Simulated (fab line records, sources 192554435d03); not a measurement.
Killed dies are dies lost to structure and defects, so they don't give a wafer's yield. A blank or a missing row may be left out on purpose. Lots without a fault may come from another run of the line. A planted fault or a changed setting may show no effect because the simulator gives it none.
Chamber matching | flow n5_finfet | N5_BEOL_M0_SAQP_ETCH_107 on rie_diel-02: 4 sister chambers
The step etches SiNx in CH3F/O2, target depth 30 nm. 4 wafers are shown with their chamber, then 10 later ones without.

WAFERS WITH THEIR CHAMBER
wafer  | chamber | drypump_motor_current_A (A)
L083.2 | 0       | 5.4
L085.4 | 2       | 5.5
L093.2 | 1       | 6.1
L093.4 | 3       | 5.7

WAFERS WITHOUT THEIR CHAMBER
wafer  | drypump_motor_current_A (A)
L093.6 | 5.4
L095.2 | 6.0
L095.5 | 5.7
L095.6 | 5.4
L096.2 | 5.7
L096.5 | 5.7
L096.6 | 6.1
L097.1 | 5.4
L097.5 | 5.7
L097.6 | 6.1

WHICH CHAMBER EACH WENT THROUGH
wafer  | from the rows above | in truth
L093.6 | 0                   | 0
L095.2 | 1                   | 1
L095.5 | 3                   | 3
L095.6 | 0                   | 0
L096.2 | 3                   | 3
L096.5 | 3                   | 3
L096.6 | 1                   | 1
L097.1 | 0                   | 0
L097.5 | 3                   | 3
L097.6 | 1                   | 1
Placed correctly: 10 of 10. Can't be placed from these rows: 0. Placed wrongly: 0.
How it was worked out, from the rows above alone: a wafer's distance from a chamber is the root of the sum, over the readings, of the square of ((its reading less the chamber's mean) divided by the reading's scatter). The wafer belongs to the nearest chamber; if the next one is less than 2 further off, it can't be placed. A chamber's mean is the mean of its shown wafers. The scatter: with one shown wafer a chamber, the root of the mean of the squares of how far each hidden wafer lies from its nearest shown one.
